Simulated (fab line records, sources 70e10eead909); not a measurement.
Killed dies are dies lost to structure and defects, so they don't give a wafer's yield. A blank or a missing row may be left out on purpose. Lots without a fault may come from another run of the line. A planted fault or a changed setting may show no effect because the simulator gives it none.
fab line records | flow nand_harc
record lots=14 wafers=42 last_day=33
route steps=1302 shown A_DECK1_JOINT@519 THIN_TSV@1275 END@1302
lots that met no fault: from a run of the same line without faults
start_h: hours from the record's first day to the start of the lot's first wafer shown | wait_h: hours since the lot's step before | " the same as in the row above | L1.1+2: a row that stands for several wafers | - no value, or no start given | * or withheld: withheld | < > ~ a bound
route shown NAME@n: a module of which the file shows steps, and the number in the route of the first | usual: mean/standard deviation of fault-free wafers | same: alike in all rows | chamber/n: place in a boat | sites: the reading at each site | _std_site: their standard deviation | _edge_site: outer sites' mean less inner sites' | radius_mm: how far each site lies from the wafer's centre | mask NAME#n: copy n | behind: the tool/chamber that last shaped the wafer | hold: why the lot was held/for how many hours/how that ended | device: the transistor (n, p or np) that didn't switch | end of line: the same wafers' tests at the end of the route | a step without rows: its recipe alone | killed: dies lost to structure and defects at the first sort, not the wafer's yield | map: a wafer's dies, x killed, . not, _ none there
set.NAME: the setting as run; set.NAME@STEP: as run at that earlier step | model.NAME: the simulator's own value behind a step, which no gauge read
steps of the route over a sample of lots; a table a step, a row a wafer
services: from which hour (start_h, from the record's first day; less than 0 if before it) a tool's chamber was out of use, for how many hours, and why
## steps
# step NHARC_A_DECK1_JOINT_ETCH_25
# recipe target_depth_a=5 chemistry=dHF material=SiO2
# columns lot.wafer tool chamber start_h wait_h
L861.4+5+6 wet_bench-01 3,4,5 234.06 0.1
L862.2+6+1 wet_bench-05 7,0,3 257.64 0.1
L863.2+4+6 wet_bench-01 2,3,4 257.64 0.1
L865.4+2+3 wet_bench-05 6,0,2 272.21 0.1
L864.1+4+6 wet_bench-01 0,2,3 275.79 0.1
L868.1+6+5 wet_bench-01 4,6,7 318.23 0.1
L869.1+6+4 wet_bench-01 5,6,7 323.81 0.1
L871.5+3+1 wet_bench-01 4,5,6 345.87 0.1
L878.3+4+2 wet_bench-05 7,0,1 402.02 0.1
L879.6+5+4 wet_bench-01 4,5,0 423.68 0.1
L881.5+4+1 wet_bench-05 1,2,6 436.43 0.1
L882.1+4+3 wet_bench-05 5,6,7 448.28 0.1
L883.3+6+1 wet_bench-05 5,6,0 460.81 0.1
L884.2+5+4 wet_bench-01 3,5,6 470.25 0.1
# step NHARC_THIN_TSV_ANNEAL_52
# recipe temp_c=225 time_s=90
# usual wafer_temp_C_max=226.3/0.33
# columns lot.wafer tool chamber start_h wait_h wafer_temp_C_max
L861.4 rtp_anneal-01 0 554.04 0.6 226.0
L861.5 " 0 " " 226.1
L861.6 " 0 " " 227.2
L863.2 rtp_anneal-01 0 566.31 0.6 226.3
L863.4 " 0 " " 226.1
L863.6 " 0 " " 226.6
L862.1 rtp_anneal-02 0 570.53 0.6 226.5
L862.2 " 0 " " 226.8
L862.6 " 0 " " 227.4
L864.1 rtp_anneal-02 0 577.68 0.5 225.9
L864.4 " 0 " " 226.3
L864.6 " 0 " " 226.8
L865.2 rtp_anneal-02 0 578.64 0.6 226.2
L865.3 " 0 " " 226.1
L865.4 " 0 " " 226.4
L868.1 rtp_anneal-02 0 619.23 0.5 226.2
L868.5 " 0 " " 226.5
L868.6 " 0 " " 226.1
L869.1 rtp_anneal-02 0 620.52 0.5 226.1
L869.4 " 0 " " 226.5
L869.6 " 0 " " 226.3
L871.1 rtp_anneal-02 0 672.11 0.6 226.2
L871.3 " 0 " " 226.0
L871.5 " 0 " " 226.5
L878.2 rtp_anneal-01 0 712.29 0.6 225.7
L878.3 " 0 " " 226.0
L878.4 " 0 " " 226.2
L881.1 rtp_anneal-02 0 742.76 0.7 226.0
L881.4 " 0 " " 226.3
L881.5 " 0 " " 226.0
L879.4 rtp_anneal-01 0 753.29 0.6 226.6
L879.5 " 0 " " 226.0
L879.6 " 0 " " 226.2
L882.1 rtp_anneal-01 0 760.12 0.5 226.3
L882.3 " 0 " " 226.0
L882.4 " 0 " " 225.8
L883.1 rtp_anneal-01 0 765.71 0.6 226.4
L883.3 " 0 " " 226.1
L883.6 " 0 " " 226.0
L884.2 rtp_anneal-02 0 777.15 0.7 226.2
L884.4 " 0 " " 226.6
L884.5 " 0 " " 226.4
# step NHARC_THIN_TSV_CD_MEAS_33
# recipe target_cd_nm=5000 landing_energy_ev=500
# usual cd_nm=5000.8/2
# columns lot.wafer tool chamber start_h wait_h cd_nm
L861.4 cd_sem-03 0 555.82 - 4997.5
L861.5 " 0 " " 4998.5
L861.6 " 0 " " 4998.9
L863.2 cd_sem-01 0 568.20 - 5000.8
L863.4 " 0 " " 4999.4
L863.6 " 0 " " 5001.5
L862.1 cd_sem-01 0 572.35 - 4998.7
L862.2 " 0 " " 4999.3
L862.6 " 0 " " 4999.8
L864.1 cd_sem-01 0 579.62 - 5001.0
L864.4 " 0 " " 5002.8
L864.6 " 0 " " 5000.9
L865.2 cd_sem-03 0 580.53 - 5002.9
L865.3 " 0 " " 5001.8
L865.4 " 0 " " 5000.6
L868.1 cd_sem-01 0 621.04 - 5002.6
L868.5 " 0 " " 5003.0
L868.6 " 0 " " 5002.5
L869.1 cd_sem-03 0 622.47 - 5002.2
L869.4 " 0 " " 5001.6
L869.6 " 0 " " 5001.6
L871.1 cd_sem-02 0 674.65 - 4999.7
L871.3 " 0 " " 5000.0
L871.5 " 0 " " 5001.9
L878.2 cd_sem-03 0 714.19 - 5000.0
L878.3 " 0 " " 5002.1
L878.4 " 0 " " 5002.7
L881.1 cd_sem-02 0 744.70 - 4996.6
L881.4 " 0 " " 5000.2
L881.5 " 0 " " 5000.3
L879.4 cd_sem-02 0 755.10 - 5002.6
L879.5 " 0 " " 5003.3
L879.6 " 0 " " 5003.4
L882.1 cd_sem-01 0 761.94 - 5003.6
L882.3 " 0 " " 5002.7
L882.4 " 0 " " 5003.8
L883.1 cd_sem-03 0 767.64 - 5003.1
L883.3 " 0 " " 5003.6
L883.6 " 0 " " 5001.9
L884.2 cd_sem-02 0 779.05 - 4999.8
L884.4 " 0 " " 4998.7
L884.5 " 0 " " 4998.7
# step NHARC_THIN_TSV_ETCH_59
# recipe target_depth_a=8800 icp_w=900 bias_w=100 Cl2_flow_sccm=60 bcl3_flow_sccm=30 time_s=138.1 chemistry=Cl2/BCl3
# usual drypump_motor_current_A=5.68/0.24 oes_product_au=0.998/0.0093 rf_fwd_power_W=895.8/3 throttle_valve_pct=22.265/0.008
# columns lot.wafer tool chamber start_h wait_h drypump_motor_current_A oes_product_au rf_fwd_power_W rf_hours_counter_h throttle_valve_pct
L861.4 rie_metal-03 1 556.18 0.2 5.21 0.996 893.7 - 22.259
L861.5 " 1 " " 5.21 0.997 892.9 - 22.263
L861.6 " 0 " " 5.50 0.996 894.9 - 22.269
L863.2 rie_metal-01 1 568.52 0.2 5.69 0.973 893.7 2.9 22.270
L863.4 " 1 " " 5.67 0.980 896.2 - 22.277
L863.6 " 1 " " 5.68 0.991 894.7 - 22.268
L862.2 rie_metal-02 1 572.66 0.1 5.77 1.014 894.6 1.6 22.252
L862.1 " 0 " " 5.83 0.997 896.4 1.6 22.260
L862.6 " 1 " " 5.76 1.008 890.6 - 22.268
L864.1 rie_metal-02 1 579.91 0.1 5.75 0.999 898.5 1.8 22.264
L864.4 " 1 " " 5.74 1.001 897.2 - 22.271
L864.6 " 0 " " 5.84 0.993 895.0 - 22.250
L865.2 rie_metal-02 0 580.85 0.1 5.84 0.983 899.8 2.0 22.256
L865.3 " 1 " " 5.77 1.012 897.0 - 22.264
L865.4 " 0 " " 5.86 0.988 898.9 - 22.263
L868.1 rie_metal-03 0 621.37 0.1 5.48 0.996 891.1 1.6 22.266
L868.6 " 1 " " 5.20 0.997 894.9 - 22.268
L868.5 " 0 " " 5.47 1.003 888.9 - 22.266
L869.1 rie_metal-02 1 622.76 0.1 5.76 1.006 895.8 2.7 22.260
L869.4 " 0 " " 5.85 0.991 895.8 - 22.272
L869.6 " 0 " " 5.83 0.994 893.8 - 22.264
L871.1 rie_metal-01 0 675.00 0.2 5.96 1.001 897.6 1.8 22.266
L871.3 " 1 " " 5.69 1.002 893.7 - 22.270
L871.5 " 0 " " 5.96 0.997 896.5 - 22.262
L878.2 rie_metal-03 1 714.47 0.1 5.20 1.005 898.5 0.2 22.266
L878.3 " 1 " " 5.18 1.002 896.5 - 22.287
L878.4 " 0 " " 5.47 0.985 892.3 - 22.266
L881.1 rie_metal-03 1 745.03 0.1 5.23 1.010 897.5 0.9 22.262
L881.4 " 0 " " 5.51 0.988 895.0 - 22.268
L881.5 " 0 " " 5.51 0.990 897.4 - 22.270
L879.4 rie_metal-03 1 755.45 0.2 5.27 1.001 898.7 - 22.265
L879.5 " 1 " " 5.23 1.005 904.4 - 22.265
L879.6 " 0 " " 5.48 1.004 895.7 - 22.266
L882.1 rie_metal-01 0 762.26 0.1 6.02 0.981 897.3 0.0 22.268
L882.4 " 0 " " 5.99 0.992 895.4 - 22.263
L882.3 " 1 " " 5.68 0.998 897.3 - 22.270
L883.1 rie_metal-01 0 767.96 0.1 5.95 0.997 891.7 0.2 22.258
L883.3 " 1 " " 5.69 0.996 895.0 - 22.266
L883.6 " 1 " " 5.67 0.994 888.8 - 22.258
L884.2 rie_metal-02 0 779.37 0.1 5.85 0.998 898.5 2.3 22.266
L884.4 " 0 " " 5.85 0.978 900.5 - 22.254
L884.5 " 0 " " 5.83 0.984 899.0 - 22.261
# step NHARC_END_SORT_01
# recipe temp_c=25
# usual killed_at_array=55/20 killed_at_other=1.2/1.3 killed_at_periphery=4.0/3 killed_dies=60/21 killed_open=3.2/1.9 killed_short=2.5/1.6
# same gross_dies=677
# columns lot.wafer tool chamber start_h wait_h killed_at_array killed_at_other killed_at_periphery killed_dies killed_open killed_short
L861.4 prober-02 0 566.21 3.4 58 2 9 69 4 3
L861.5 prober-02 0 567.01 3.7 60 2 10 72 3 0
L861.6 prober-02 0 567.81 4.0 63 2 11 76 5 0
L863.2 prober-02 0 578.05 2.8 31 0 2 33 3 1
L863.4 prober-02 0 579.64 3.4 26 0 6 32 5 2
L863.6 prober-02 0 581.23 4.0 22 0 2 24 3 1
L862.1 prober-01 0 583.59 2.5 73 0 5 78 3 4
L862.2 prober-01 0 584.39 2.8 68 2 3 73 3 2
L862.6 prober-01 0 587.57 4.0 57 2 2 61 3 3
L864.1 prober-02 0 588.70 2.5 22 0 11 33 5 1
L864.4 prober-02 0 591.14 3.4 23 0 4 27 7 5
L864.6 prober-02 0 592.77 4.1 19 0 5 24 4 1
L865.2 prober-01 0 592.17 2.8 95 0 3 98 2 1
L865.3 prober-01 0 592.97 3.1 104 0 0 104 2 1
L865.4 prober-01 0 593.77 3.4 114 0 1 115 1 3
L868.1 prober-02 0 630.21 2.5 84 1 0 85 5 3
L868.5 prober-02 0 633.46 3.8 62 0 4 66 4 2
L868.6 prober-02 0 634.27 4.1 75 5 4 84 1 5
L869.1 prober-01 0 630.70 2.5 164 4 5 173 5 2
L869.4 prober-01 0 633.12 3.4 133 0 3 136 1 2
L869.6 prober-01 0 634.73 4.0 172 0 4 176 5 6
L871.1 prober-02 0 684.69 2.5 134 1 5 140 3 3
L871.3 prober-02 0 686.30 3.1 120 1 2 123 1 1
L871.5 prober-02 0 687.91 3.7 114 2 9 125 3 2
L878.2 prober-02 0 724.54 2.8 81 1 2 84 6 0
L878.3 prober-02 0 725.34 3.1 72 0 5 77 2 2
L878.4 prober-02 0 726.14 3.4 88 1 4 93 3 3
L881.1 prober-01 0 753.78 2.5 53 0 6 59 5 4
L881.4 prober-01 0 756.18 3.4 45 1 3 49 11 2
L881.5 prober-01 0 756.98 3.7 44 0 4 48 3 4
L879.4 prober-02 0 767.45 3.4 43 2 13 58 6 3
L879.5 prober-02 0 768.25 3.7 49 3 12 64 2 1
L879.6 prober-02 0 769.05 4.0 44 2 12 58 4 0
L882.1 prober-01 0 771.06 2.6 50 0 0 50 1 3
L882.3 prober-01 0 772.65 3.1 54 1 2 57 4 2
L882.4 prober-01 0 773.44 3.4 48 1 2 51 2 0
L883.1 prober-02 0 776.67 2.5 44 0 2 46 3 2
L883.3 prober-02 0 778.26 3.1 49 1 2 52 1 0
L883.6 prober-02 0 780.66 4.0 55 0 2 57 4 7
L884.2 prober-01 0 789.12 2.8 24 2 4 30 2 1
L884.4 prober-01 0 790.70 3.4 19 0 4 23 7 1
L884.5 prober-01 0 791.49 3.7 19 2 0 21 3 4
# killed by level:class
L861.4 A_CHANNEL_HOLE_D2:chamber_film_flake=29 A_SLIT:chamber_film_flake=17 P_CONTACT:chamber_film_flake=7 A_STAIRCASE:chamber_film_flake=3 P_CONTACT:geometric_particle:open=1 A_CHANNEL_FILL_D1:geometric_particle:open=1 A_DECK1_JOINT:geometric_particle:short=1 A_WL_FILL:geometric_particle:short=1
L861.5 A_CHANNEL_HOLE_D2:chamber_film_flake=26 A_SLIT:chamber_film_flake=23 P_CONTACT:chamber_film_flake=7 A_CHANNEL_HOLE_D1:chamber_film_flake=3 A_DECK1_JOINT:chamber_film_flake=3 THIN_TSV:chamber_film_flake=2 A_STAIRCASE:chamber_film_flake=2 P_GATE:geometric_particle:open=1
L861.6 A_CHANNEL_HOLE_D2:chamber_film_flake=31 A_SLIT:chamber_film_flake=22 P_CONTACT:chamber_film_flake=7 A_STAIRCASE:chamber_film_flake=4 P_M2:chamber_film_flake=3 P_M1:geometric_particle:open=1 A_ONON_D2:geometric_particle:open=1 A_CHANNEL_HOLE_D2:geometric_particle:open=1
L863.2 A_CONTACT:chamber_film_flake=10 A_CHANNEL_HOLE_D2:chamber_film_flake=9 A_STAIRCASE:chamber_film_flake=5 A_DECK1_JOINT:chamber_film_flake=2 P_M0:geometric_particle:open=1 A_ONON_D2:geometric_particle:short=1 A_CHANNEL_FILL_D2:geometric_particle:open=1 A_M0:geometric_particle:open=1
L863.4 A_CONTACT:chamber_film_flake=9 A_CHANNEL_HOLE_D2:chamber_film_flake=8 A_CHANNEL_HOLE_D1:chamber_film_flake=4 P_CONTACT:geometric_particle:open=2 P_M0:geometric_particle:open=2 P_M2:chamber_film_flake=2 A_SOURCE_PLATE:geometric_particle:open=1 A_DECK1_JOINT:geometric_particle:short=1
L863.6 A_CHANNEL_HOLE_D2:chamber_film_flake=9 A_CONTACT:chamber_film_flake=6 A_CONTACT:geometric_particle:open=2 A_DECK1_JOINT:chamber_film_flake=2 P_CONTACT:geometric_particle:open=1 A_BLC:geometric_particle:short=1 P_M2:chamber_film_flake=1 A_CHANNEL_FILL_D1:chamber_film_flake=1
L862.1 A_CHANNEL_HOLE_D2:chamber_film_flake=33 A_SLIT:chamber_film_flake=26 P_M2:chamber_film_flake=3 A_CONTACT:chamber_film_flake=3 A_CHANNEL_HOLE_D1:chamber_film_flake=2 A_ONON_D1:geometric_particle:short=1 A_CHANNEL_FILL_D1:geometric_particle:open=1 A_SGD_CUT:geometric_particle:short=1
L862.2 A_CHANNEL_HOLE_D2:chamber_film_flake=38 A_SLIT:chamber_film_flake=21 A_CHANNEL_HOLE_D1:chamber_film_flake=3 P_GATE:chamber_film_flake=2 THIN_TSV:chamber_film_flake=2 P_STI:geometric_particle:open=1 A_CHANNEL_FILL_D1:geometric_particle:short=1 A_CHANNEL_FILL_D1:geometric_particle:open=1
L862.6 A_CHANNEL_HOLE_D2:chamber_film_flake=31 A_SLIT:chamber_film_flake=20 HYBRID_BOND:chamber_film_flake=2 P_M0:geometric_particle:open=1 A_ONON_D1:geometric_particle:open=1 A_CHANNEL_FILL_D1:geometric_particle:short=1 A_DECK1_JOINT:geometric_particle:open=1 A_ONON_D2:geometric_particle:short=1
L864.1 A_CHANNEL_HOLE_D2:chamber_film_flake=12 P_M1:chamber_film_flake=5 A_CONTACT:chamber_film_flake=3 P_GATE:chamber_film_flake=2 A_CHANNEL_FILL_D2:chamber_film_flake=2 A_WL_FILL:chamber_film_flake=2 P_CONTACT:geometric_particle:short=1 P_CONTACT:geometric_particle:open=1
L864.4 A_CHANNEL_HOLE_D2:chamber_film_flake=7 A_CHANNEL_HOLE_D1:chamber_film_flake=4 A_CHANNEL_FILL_D1:geometric_particle:short=2 P_M1:chamber_film_flake=2 P_CONTACT:geometric_particle:open=1 P_M0:geometric_particle:open=1 A_ONON_D1:geometric_particle:open=1 A_CHANNEL_HOLE_D1:geometric_particle:short=1
L865.2 A_SLIT:chamber_film_flake=33 A_CHANNEL_HOLE_D1:chamber_film_flake=26 A_CHANNEL_HOLE_D2:chamber_film_flake=23 A_CONTACT:chamber_film_flake=7 P_STI:chamber_film_flake=3 A_STAIRCASE:chamber_film_flake=2 A_DECK1_JOINT:geometric_particle:open=1 A_CHANNEL_HOLE_D2:geometric_particle:short=1
L864.6 A_CHANNEL_HOLE_D2:chamber_film_flake=9 A_CONTACT:chamber_film_flake=3 A_DECK1_JOINT:chamber_film_flake=2 P_GATE:geometric_particle:open=1 P_CONTACT:geometric_particle:open=1 A_CHANNEL_FILL_D1:geometric_particle:short=1 A_CHANNEL_HOLE_D2:geometric_particle:open=1 A_CONTACT:geometric_particle:open=1
L865.3 A_CHANNEL_HOLE_D1:chamber_film_flake=32 A_CHANNEL_HOLE_D2:chamber_film_flake=29 A_SLIT:chamber_film_flake=27 A_CONTACT:chamber_film_flake=12 A_ONON_D1:geometric_particle:short=1 A_ONON_D2:geometric_particle:open=1 A_BLC:geometric_particle:open=1 A_CHANNEL_FILL_D2:chamber_film_flake=1
L865.4 A_CHANNEL_HOLE_D1:chamber_film_flake=33 A_CHANNEL_HOLE_D2:chamber_film_flake=31 A_SLIT:chamber_film_flake=29 A_CONTACT:chamber_film_flake=10 A_ZERO_WELL:chamber_film_flake=2 A_DECK1_JOINT:chamber_film_flake=2 A_CHANNEL_FILL_D2:chamber_film_flake=2 P_CONTACT:geometric_particle:short=1
L868.1 A_CHANNEL_HOLE_D2:chamber_film_flake=35 A_SLIT:chamber_film_flake=20 A_SGD_CUT:chamber_film_flake=11 A_CHANNEL_HOLE_D1:chamber_film_flake=5 A_CONTACT:chamber_film_flake=4 A_SOURCE_PLATE:geometric_particle:open=1 A_ONON_D1:geometric_particle:open=1 A_CHANNEL_FILL_D2:geometric_particle:open=1
L869.1 A_DECK1_JOINT:unspecified=95 A_CHANNEL_HOLE_D1:chamber_film_flake=37 A_CHANNEL_HOLE_D2:chamber_film_flake=17 THIN_TSV:chamber_film_flake=4 A_CONTACT:chamber_film_flake=3 A_CHANNEL_FILL_D2:geometric_particle:open=2 P_BONDPAD:chamber_film_flake=2 A_ZERO_WELL:chamber_film_flake=2
L869.4 A_DECK1_JOINT:unspecified=72 A_CHANNEL_HOLE_D1:chamber_film_flake=32 A_CHANNEL_HOLE_D2:chamber_film_flake=14 A_CHANNEL_FILL_D1:chamber_film_flake=3 A_SGD_CUT:chamber_film_flake=3 A_DECK1_JOINT:chamber_film_flake=2 A_WL_FILL:chamber_film_flake=2 P_M0:geometric_particle:short=1
L868.5 A_SLIT:chamber_film_flake=27 A_CHANNEL_HOLE_D2:chamber_film_flake=23 A_SGD_CUT:chamber_film_flake=6 P_M1:chamber_film_flake=2 P_M0:geometric_particle:short=1 A_SOURCE_PLATE:geometric_particle:short=1 A_ONON_D2:geometric_particle:open=1 A_CHANNEL_FILL_D2:geometric_particle:open=1
L868.6 A_CHANNEL_HOLE_D2:chamber_film_flake=31 A_SLIT:chamber_film_flake=27 A_SGD_CUT:chamber_film_flake=6 THIN_TSV:chamber_film_flake=5 P_M1:chamber_film_flake=4 A_ONON_D2:geometric_particle:short=2 A_CHANNEL_FILL_D2:geometric_particle:short=2 A_CHANNEL_HOLE_D1:chamber_film_flake=2
L869.6 A_DECK1_JOINT:unspecified=97 A_CHANNEL_HOLE_D1:chamber_film_flake=32 A_CHANNEL_HOLE_D2:chamber_film_flake=15 A_WL_FILL:chamber_film_flake=6 A_CONTACT:chamber_film_flake=4 A_SOURCE_PLATE:geometric_particle:open=2 A_CHANNEL_FILL_D1:chamber_film_flake=2 A_DECK1_JOINT:chamber_film_flake=2
L871.1 A_DECK1_JOINT:unspecified=106 A_CHANNEL_HOLE_D2:chamber_film_flake=7 A_CHANNEL_HOLE_D1:chamber_film_flake=5 A_CONTACT:chamber_film_flake=4 A_CHANNEL_FILL_D1:geometric_particle:short=3 A_STAIRCASE:chamber_film_flake=3 A_SLIT:chamber_film_flake=3 P_STI:chamber_film_flake=2
L871.3 A_DECK1_JOINT:unspecified=103 A_CHANNEL_HOLE_D1:chamber_film_flake=4 A_CHANNEL_HOLE_D2:chamber_film_flake=4 A_SLIT:chamber_film_flake=3 P_STI:chamber_film_flake=2 A_STAIRCASE:chamber_film_flake=2 A_CONTACT:chamber_film_flake=2 A_CHANNEL_FILL_D1:geometric_particle:short=1
L871.5 A_DECK1_JOINT:unspecified=97 A_SLIT:chamber_film_flake=6 P_STI:chamber_film_flake=5 A_CHANNEL_HOLE_D1:chamber_film_flake=2 A_CHANNEL_HOLE_D2:chamber_film_flake=2 THIN_TSV:chamber_film_flake=2 A_CHANNEL_FILL_D2:geometric_particle:open=1 A_CHANNEL_FILL_D2:geometric_particle:short=1
L878.2 A_SLIT:chamber_film_flake=34 A_CHANNEL_HOLE_D1:chamber_film_flake=27 A_CONTACT:chamber_film_flake=5 A_WL_FILL:chamber_film_flake=4 A_STAIRCASE:chamber_film_flake=3 A_M1:geometric_particle:open=2 A_M0:chamber_film_flake=2 A_DECK1_JOINT:geometric_particle:open=1
L878.3 A_CHANNEL_HOLE_D1:chamber_film_flake=32 A_SLIT:chamber_film_flake=25 A_STAIRCASE:chamber_film_flake=5 A_CONTACT:chamber_film_flake=3 A_CONTACT:geometric_particle:open=2 P_STI:chamber_film_flake=2 P_GATE:chamber_film_flake=2 A_WL_FILL:chamber_film_flake=2
L878.4 A_CHANNEL_HOLE_D1:chamber_film_flake=32 A_SLIT:chamber_film_flake=31 A_CONTACT:chamber_film_flake=6 A_STAIRCASE:chamber_film_flake=5 A_CHANNEL_FILL_D2:chamber_film_flake=4 P_GATE:chamber_film_flake=2 P_CONTACT:chamber_film_flake=2 A_CHANNEL_HOLE_D2:chamber_film_flake=2
L881.1 A_CHANNEL_HOLE_D2:chamber_film_flake=26 A_CHANNEL_HOLE_D1:chamber_film_flake=12 A_SLIT:chamber_film_flake=4 P_CONTACT:chamber_film_flake=3 A_ONON_D1:geometric_particle:open=2 A_CONTACT:chamber_film_flake=2 P_GATE:geometric_particle:open=1 P_M1:geometric_particle:short=1
L881.4 A_CHANNEL_HOLE_D2:chamber_film_flake=11 A_CHANNEL_HOLE_D1:chamber_film_flake=10 A_SLIT:chamber_film_flake=6 A_CHANNEL_FILL_D1:geometric_particle:open=3 A_CONTACT:chamber_film_flake=3 A_ONON_D2:geometric_particle:open=2 A_WL_FILL:geometric_particle:open=2 P_M2:chamber_film_flake=2
L881.5 A_CHANNEL_HOLE_D2:chamber_film_flake=16 A_SLIT:chamber_film_flake=9 A_CHANNEL_HOLE_D1:chamber_film_flake=6 A_CONTACT:chamber_film_flake=5 A_M0:geometric_particle:short=2 P_M2:chamber_film_flake=2 A_ONON_D1:geometric_particle:short=1 A_CHANNEL_FILL_D1:geometric_particle:open=1
L879.4 A_SLIT:chamber_film_flake=18 P_M2:chamber_film_flake=6 A_DECK1_JOINT:chamber_film_flake=4 A_STAIRCASE:chamber_film_flake=4 A_CONTACT:chamber_film_flake=4 P_ZERO_WELL:chamber_film_flake=3 P_GATE:chamber_film_flake=3 A_CHANNEL_HOLE_D1:chamber_film_flake=3
L879.5 A_SLIT:chamber_film_flake=29 A_CHANNEL_HOLE_D1:chamber_film_flake=11 P_M2:chamber_film_flake=5 A_STAIRCASE:chamber_film_flake=4 P_ZERO_WELL:chamber_film_flake=3 P_GATE:chamber_film_flake=3 HYBRID_BOND:chamber_film_flake=3 A_WL_FILL:chamber_film_flake=2
L879.6 A_SLIT:chamber_film_flake=19 A_CHANNEL_HOLE_D1:chamber_film_flake=7 A_WL_FILL:chamber_film_flake=6 P_M2:chamber_film_flake=5 A_DECK1_JOINT:chamber_film_flake=4 A_CHANNEL_FILL_D1:geometric_particle:open=2 P_STI:chamber_film_flake=2 P_GATE:chamber_film_flake=2
L882.1 A_CHANNEL_HOLE_D2:chamber_film_flake=24 A_CONTACT:chamber_film_flake=12 A_SLIT:chamber_film_flake=5 A_CHANNEL_HOLE_D1:unspecified=4 A_CHANNEL_FILL_D1:geometric_particle:short=2 A_ONON_D1:geometric_particle:open=1 A_CHANNEL_FILL_D2:geometric_particle:short=1 A_ZERO_WELL:chamber_film_flake=1
L882.3 A_CHANNEL_HOLE_D2:chamber_film_flake=30 A_SLIT:chamber_film_flake=9 A_CONTACT:chamber_film_flake=6 A_CHANNEL_HOLE_D1:unspecified=3 P_CONTACT:geometric_particle:open=2 A_SOURCE_PLATE:geometric_particle:short=1 A_ONON_D2:geometric_particle:short=1 A_CHANNEL_HOLE_D2:geometric_particle:open=1
L882.4 A_CHANNEL_HOLE_D2:chamber_film_flake=19 A_SLIT:chamber_film_flake=12 A_CONTACT:chamber_film_flake=12 P_M1:chamber_film_flake=2 A_ONON_D1:geometric_particle:open=1 A_WL_FILL:geometric_particle:open=1 A_CHANNEL_HOLE_D1:unspecified=1 A_CHANNEL_HOLE_D1:chamber_film_flake=1
L883.1 A_CHANNEL_HOLE_D2:chamber_film_flake=30 A_SLIT:chamber_film_flake=7 P_M0:geometric_particle:open=2 A_CONTACT:chamber_film_flake=2 A_SOURCE_PLATE:geometric_particle:short=1 A_DECK1_JOINT:geometric_particle:open=1 A_CHANNEL_FILL_D2:geometric_particle:short=1 A_ZERO_WELL:chamber_film_flake=1
L883.3 A_CHANNEL_HOLE_D2:chamber_film_flake=34 A_SLIT:chamber_film_flake=10 A_CHANNEL_FILL_D1:chamber_film_flake=2 P_CONTACT:geometric_particle:open=1 P_CONTACT:chamber_film_flake=1 A_DECK1_JOINT:chamber_film_flake=1 A_CONTACT:chamber_film_flake=1 A_BLC:chamber_film_flake=1
L883.6 A_CHANNEL_HOLE_D2:chamber_film_flake=31 A_SLIT:chamber_film_flake=10 A_CHANNEL_FILL_D1:chamber_film_flake=2 A_CONTACT:chamber_film_flake=2 P_GATE:geometric_particle:short=1 A_ONON_D1:geometric_particle:short=1 A_CHANNEL_FILL_D1:geometric_particle:short=1 A_CHANNEL_FILL_D1:geometric_particle:open=1
L884.2 A_SLIT:chamber_film_flake=13 P_M0:chamber_film_flake=3 A_CHANNEL_HOLE_D2:chamber_film_flake=3 A_M1:chamber_film_flake=3 THIN_TSV:chamber_film_flake=2 P_M0:geometric_particle:open=1 A_DECK1_JOINT:geometric_particle:short=1 A_M0:geometric_particle:open=1
L884.4 A_SLIT:chamber_film_flake=7 A_M1:chamber_film_flake=4 P_M0:geometric_particle:open=2 A_CONTACT:chamber_film_flake=2 P_GATE:geometric_particle:open=1 P_CONTACT:geometric_particle:open=1 A_ONON_D1:geometric_particle:short=1 A_ONON_D1:geometric_particle:open=1
L884.5 A_SLIT:chamber_film_flake=9 THIN_TSV:chamber_film_flake=2 A_ONON_D1:geometric_particle:short=1 A_DECK1_JOINT:geometric_particle:open=1 A_DECK1_JOINT:geometric_particle:short=1 A_ONON_D2:geometric_particle:open=1 A_ONON_D2:geometric_particle:short=1 A_WL_FILL:geometric_particle:short=1
## services
# columns tool chamber start_h hours kind
rie_metal-01 - 221.02 9.0 pm
wet_bench-05 - 260.80 8.0 pm
rie_metal-02 - 277.00 9.0 pm
wet_bench-01 - 277.60 8.0 pm
rie_metal-03 - 342.04 9.0 pm
rtp_anneal-01 - 372.00 12.0 pm
wet_bench-01 - 395.80 13.9 repair
rie_metal-01 - 398.02 9.0 pm
rie_metal-02 - 408.55 0.2 repair
rie_metal-03 0 430.00 41.2 repair
wet_bench-05 - 436.80 8.0 pm
wet_bench-01 - 453.60 8.0 pm
rie_metal-02 - 454.00 9.0 pm
rie_metal-03 1 459.90 2.5 repair
rie_metal-02 - 506.57 0.2 repair
rie_metal-03 - 519.04 9.0 pm
rie_metal-02 0 556.91 1.8 repair
wet_bench-05 - 612.80 8.0 pm
wet_bench-01 - 629.60 8.0 pm
rie_metal-02 - 631.00 9.0 pm
rie_metal-03 - 696.04 9.0 pm
rie_metal-02 1 735.68 2.3 repair
rtp_anneal-02 - 744.22 12.0 pm
rie_metal-02 0 765.44 6.5 repair
## key
first_sign step=NHARC_END_SORT_01 reading=killed_at_array direction=up sigmas=4.2 usual=55 struck=140
effect step=NHARC_END_SORT_01 reading=killed_dies direction=up sigmas=4.1 usual=60 struck=146
more_kills_born_at NHARC_A_DECK1_JOINT_ETCH_25@wet_bench-01=570
met_at NHARC_A_DECK1_JOINT_ETCH_25
struck_lots L869,L871
tester_left_out L869,L871
not_acting_at NHARC_THIN_TSV_ANNEAL_52,NHARC_THIN_TSV_CD_MEAS_33,NHARC_THIN_TSV_ETCH_59
onset_between 318.23 323.81
fault kind=chamber_particle_source tool=wet_bench-01 chamber=- onset_h=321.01 steps=NHARC_A_DECK1_JOINT_ETCH_25 rate_per_visit_cm2=1.668 end_h=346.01
# tester_left_out: of these lots the tester's yield and bins aren't shown, on N5 and GAA mostly nor the transistor test; their killed dies are dies lost to structure and defects alone, not to doping, threshold or leakage, so they don't give the yield
